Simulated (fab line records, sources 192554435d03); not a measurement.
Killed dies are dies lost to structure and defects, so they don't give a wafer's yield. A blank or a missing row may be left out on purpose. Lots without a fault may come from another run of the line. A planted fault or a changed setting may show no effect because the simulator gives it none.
Split-lot experiment | flow n5_finfet | 7 lots, 21 wafers read, on a route of 1938 steps

THE SPLIT
At N5_BEOL_M9_COAT_05 (resist thk 90 nm), the setting spin_rpm was moved away from the recipe's 1500 rpm on 5 of the 21 wafers read, by -7.2% to +6.6%. The other wafers ran this setting at the recipe's value.

FROM THE SPLIT TO THE READING: what the file shows between them, 6 steps
- N5_BEOL_M9_EBR_07
- N5_BEOL_M9_SOFTBAKE_06: time 60 s
- N5_BEOL_M9_EXPOSE_08: exposes mask M9
- N5_BEOL_M9_PEB_09: peb time 60 s
- N5_BEOL_M9_DEVELOP_10: develop time 30 s
- N5_BEOL_M9_DESCUM_16: chemistry O2, time 7.9 s

THE READING
CAR-ArF_of_BEOL_M9_COAT_05.thk_nm (the simulator's own value, which no gauge read), in nm, at N5_BEOL_M9_ETCH_61 (etches SiARC in CF4, target depth 39 nm, time 65 s). The file gives no usual value for it. The 16 wafers here that ran the recipe average 55.9 nm, standard deviation 0.54 nm.

wafer  | tool, chamber at the split | spin_rpm as run, rpm | against the recipe | CAR-ArF_of_BEOL_M9_COAT_05.thk_nm, nm | against lot-mates on the recipe
L075.1 | litho_track-01, 0          | 1500                 | recipe             | 56                                    | -
L075.2 | litho_track-01, 0          | 1392                 | -7.2%              | 59.4                                  | +3.6
L075.6 | litho_track-01, 0          | 1500                 | recipe             | 55.6                                  | -
L076.1 | litho_track-03, 0          | 1500                 | recipe             | 55.6                                  | -
L076.3 | litho_track-03, 0          | 1500                 | recipe             | 55.4                                  | -
L076.5 | litho_track-03, 0          | 1500                 | recipe             | 55.8                                  | -
L080.2 | litho_track-01, 0          | 1400                 | -6.7%              | 58.6                                  | +3.2
L080.3 | litho_track-01, 0          | 1500                 | recipe             | 55.4                                  | -
L080.4 | litho_track-01, 0          | 1500                 | recipe             | 55.4                                  | -
L083.3 | litho_track-05, 0          | 1500                 | recipe             | 55.8                                  | -
L083.4 | litho_track-05, 0          | 1500                 | recipe             | 57                                    | -
L083.5 | litho_track-05, 0          | 1500                 | recipe             | 57.2                                  | -
L084.1 | litho_track-05, 0          | 1424                 | -5.1%              | 57.8                                  | +2.2
L084.2 | litho_track-05, 0          | 1424                 | -5.1%              | 58                                    | +2.4
L084.5 | litho_track-05, 0          | 1500                 | recipe             | 55.6                                  | -
L092.3 | litho_track-01, 0          | 1500                 | recipe             | 55.4                                  | -
L092.4 | litho_track-01, 0          | 1500                 | recipe             | 55.6                                  | -
L092.5 | litho_track-01, 0          | 1500                 | recipe             | 55.4                                  | -
L094.1 | litho_track-05, 0          | 1500                 | recipe             | 56.2                                  | -
L094.4 | litho_track-05, 0          | 1500                 | recipe             | 56.2                                  | -
L094.5 | litho_track-05, 0          | 1599                 | +6.6%              | 52.6                                  | -3.6

THE FIT
A straight line over all 21 wafers: CAR-ArF_of_BEOL_M9_COAT_05.thk_nm changes by -0.454 nm for each +1% of spin_rpm; r = -0.94; the points scatter about the line by 0.51 nm.
The same after taking each lot's own level away (the mean of its wafers on the recipe; 21 wafers): -0.497 nm for each +1%; r = -0.98; scatter 0.28 nm.
On that fit, the largest move of spin_rpm shifts the reading by 3.6 nm.
The lots' own levels span 55.40 to 56.67 nm, that is 2.3 times the standard deviation above.
So the lot-to-lot level changes the slope little: the two slopes agree.
Check: with one of the wafers moved furthest among these (-7.2%) left out of the fit, the line predicts +3.51 nm for it against its lot-mates. It came out at +3.6 nm against them.

OTHER SPLITS ON THESE WAFERS
These wafers also went through other splits before the reading. Each is held against what the fit with the lots' levels taken away leaves over:
other split on the same wafers | wafers away from the commonest value | r with CAR-ArF_of_BEOL_M9_COAT_05.thk_nm (lot level and that fit taken away)
N5_BEOL_M9_COAT_60 spin_rpm    | 6                                    | +0.58

THE WHOLE CHAIN: every reading that the file lists as answering this split, in the file's order
step                  | what it does                                       | reading                                                                            | change (the file's fit)               | r (the file's)
N5_BEOL_M9_COAT_05    | resist thk 90 nm                                   | CAR-ArF_of_BEOL_M9_COAT_05.thk_nm (the simulator's own value, which no gauge read) | -0.448 nm for each +1% of the setting | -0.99
N5_BEOL_M9_DEVELOP_10 | develop time 30 s                                  | CAR-ArF_of_BEOL_M9_COAT_05.thk_nm (the simulator's own value, which no gauge read) | -0.443 nm for each +1% of the setting | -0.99
N5_BEOL_M9_ETCH_61    | etches SiARC in CF4, target depth 39 nm, time 65 s | CAR-ArF_of_BEOL_M9_COAT_05.thk_nm (the simulator's own value, which no gauge read) | -0.499 nm for each +1% of the setting | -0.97

THE FILE'S OWN FIT
CAR-ArF_of_BEOL_M9_COAT_05.thk_nm changes by -0.499 nm for each +1% of spin_rpm, r = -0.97.
